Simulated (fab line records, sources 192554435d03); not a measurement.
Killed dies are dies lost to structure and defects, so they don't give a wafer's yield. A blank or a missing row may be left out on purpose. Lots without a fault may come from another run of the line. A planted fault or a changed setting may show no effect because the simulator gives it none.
Which tool did it? | flow n5_finfet | 7 lots, 21 wafers sampled, at 3 steps of a route of 1938

WHAT THE GAUGES READ, wafer by wafer
N5_SD_EPI_N_INSPECT_26: inspects for defects (darkfield).
lot  | measured    | on                | raw_defect_count
L367 | day 3 15:56 | defect_inspect-02 | 224 294 279
L375 | day 5 18:34 | defect_inspect-02 | 273 210 248
L379 | day 6 19:53 | defect_inspect-02 | 165 176 160
L380 | day 6 22:13 | defect_inspect-01 | 172 155 175
L381 | day 7 05:16 | defect_inspect-02 | 805 829 843
L382 | day 7 10:01 | defect_inspect-01 | 899 851 791
L388 | day 8 21:28 | defect_inspect-01 | 166 164 149

WHICH TOOL RAN EACH LOT (tool, then ch and the chambers of the sampled wafers, then the start)
lot  | N5_SD_EPI_N_ETCH_35               | N5_SD_EPI_N_STRIP_18
L367 | rie_diel-02 ch 1,2,3, day 3 12:05 | wet_bench-02 ch 2,3,5, day 3 12:52
L375 | rie_diel-06 ch 1,2, day 5 13:57   | wet_bench-02 ch 0,4,5, day 5 14:44
L379 | rie_diel-02 ch 1,3, day 6 15:35   | wet_bench-03 ch 0,2,7, day 6 16:22
L380 | rie_diel-04 ch 1,2,3, day 6 18:22 | wet_bench-05 ch 2,4,5, day 6 19:09
L381 | rie_diel-06 ch 1,2, day 7 01:25   | wet_bench-02 ch 3,6,7, day 7 02:12
L382 | rie_diel-04 ch 1,2,3, day 7 06:19 | wet_bench-02 ch 0,1,6, day 7 06:56
L388 | rie_diel-04 ch 0,1,2, day 8 17:36 | wet_bench-03 ch 3,6,7, day 8 18:23
- N5_SD_EPI_N_ETCH_35: etches SOC in N2/H2, overetch 108 nm, time 486 s.
- N5_SD_EPI_N_STRIP_18: strips in SPM, time 750 s.

THE ANSWER, worked out from the rows above alone
Rule: what is usual is taken from the lots themselves. Put in order of their means at a reading, lots are off if they are a third of the lots or fewer, leave a main group of 4 or more, and stand apart from it by a gap of 3 or more times the standard deviation of the main group's means; of several such gaps the widest counts. A main group whose means are all the same, to the digits that the tables above print for the reading, isn't used. A lot without any number at a reading at which 4 lots or more have one is off too. The other lots that the step has rows for count as sound.
Off: L381, L382, at N5_SD_EPI_N_INSPECT_26 (raw_defect_count). The main group: mean 201, standard deviation 45.
A tool fits if, at a process step before that reading, it ran every lot that is off, and no sound lot after the first of them. The gauges at N5_SD_EPI_N_INSPECT_26 are tried like those tools. One fits: wet_bench-02 at N5_SD_EPI_N_STRIP_18. Its last sound lot is L375 (day 5 14:44), its first lot that is off L381 (day 7 02:12): a fault that began between those two fits.

WHAT THE SIMULATOR HAD PUT IN
Chamber particle source: wet_bench-02, from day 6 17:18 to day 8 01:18, at N5_SD_EPI_N_STRIP_18. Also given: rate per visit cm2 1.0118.
Lots struck among those shown: L381, L382. The rule above found the same.
